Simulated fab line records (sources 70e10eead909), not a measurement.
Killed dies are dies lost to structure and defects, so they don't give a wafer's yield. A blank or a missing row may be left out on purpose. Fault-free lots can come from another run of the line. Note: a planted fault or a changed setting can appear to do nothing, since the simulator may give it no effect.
Which of the tools did it? | flow nand_harc | 10 lots, 30 wafers sampled, at 3 steps of a route of 1159

WHAT THE GAUGES SHOWED, per wafer
NHARC_A_M0_CD_MEAS_09: target cd 80 nm.
lot  | measured     | on        | cd_nm (nm)
L439 | day 17 06:22 | cd_sem-01 | 80.6 80.0 79.2
L440 | day 17 12:10 | cd_sem-01 | 80.0 79.9 80.0
L442 | day 17 18:10 | cd_sem-01 | 80.6 79.9 81.1
L441 | day 18 06:07 | cd_sem-01 | 81.0 80.7 79.7
L444 | day 18 12:18 | cd_sem-01 | 80.7 79.5 80.6
L443 | day 18 13:04 | cd_sem-02 | 81.0 80.4 80.5
L445 | day 18 18:55 | cd_sem-03 | 79.9 79.4 80.7
L452 | day 20 21:42 | cd_sem-01 | 80.6 85.3 80.3
L459 | day 22 04:51 | cd_sem-02 | 79.7 81.3 80.7
L457 | day 22 06:29 | cd_sem-03 | 81.0 80.3 79.3

TOOL THAT RAN EACH LOT (tool first, then ch and the chambers of the sampled wafers, then the start)
lot  | NHARC_A_BLC_ALD_23                  | NHARC_A_M0_PEB_07
L439 | ald_metal-01 ch 0,1,2, day 16 21:46 | litho_track-01 ch 0, day 17 06:17
L440 | ald_metal-02 ch 1,2, day 17 09:50   | litho_track-06 ch 0, day 17 12:05
L442 | ald_metal-02 ch 1,2,3, day 17 13:18 | litho_track-04 ch 0, day 17 18:05
L441 | ald_metal-02 ch 0,1,2, day 18 01:10 | litho_track-06 ch 0, day 18 06:02
L444 | ald_metal-02 ch 1,3, day 18 06:26   | litho_track-01 ch 0, day 18 12:13
L443 | ald_metal-01 ch 0,1, day 18 07:39   | litho_track-04 ch 0, day 18 12:59
L445 | ald_metal-04 ch 2,3, day 18 08:30   | litho_track-06 ch 0, day 18 18:50
L452 | ald_metal-01 ch 1,2,3, day 20 17:40 | litho_track-04 ch 0, day 20 21:37
L459 | ald_metal-01 ch 1,2,3, day 22 02:49 | litho_track-06 ch 0, day 22 04:46
L457 | ald_metal-02 ch 0,1,2, day 22 04:31 | litho_track-06 ch 0, day 22 06:24
- NHARC_A_BLC_ALD_23: deposits TiN, target thk 3 nm, pulse time 1 s, ald cycles 150.
- NHARC_A_M0_PEB_07: peb time 65 s.

THE ANSWER, worked out from the rows above alone
Rule: what is usual is taken from the lots themselves. The widest of any qualifying gaps counts: lots, ordered by their means at a reading, are off when they make up no more than a third of the lots, leave a main group of 4 or more, and stand apart from it by 3 or more times the standard deviation of that group's means. The tables above print the reading to a certain number of digits; a main group whose means all agree to those digits is not used. Also off: a lot with no number at a reading for which 4 or more lots have one. The other lots that the step has rows for count as sound.
Off at NHARC_A_M0_CD_MEAS_09 (cd_nm): L452. The main group: mean 80.3 nm, standard deviation 0.26.
If a tool, at a process step before that reading, ran all the lots that are off and no sound lot after the first of them, it fits. The gauges at NHARC_A_M0_CD_MEAS_09 are tried like those tools. This does not decide it: 2 tools fit, namely litho_track-04 at NHARC_A_M0_PEB_07 and cd_sem-01 at NHARC_A_M0_CD_MEAS_09.

WHAT HAD BEEN PUT IN BY THE SIMULATOR
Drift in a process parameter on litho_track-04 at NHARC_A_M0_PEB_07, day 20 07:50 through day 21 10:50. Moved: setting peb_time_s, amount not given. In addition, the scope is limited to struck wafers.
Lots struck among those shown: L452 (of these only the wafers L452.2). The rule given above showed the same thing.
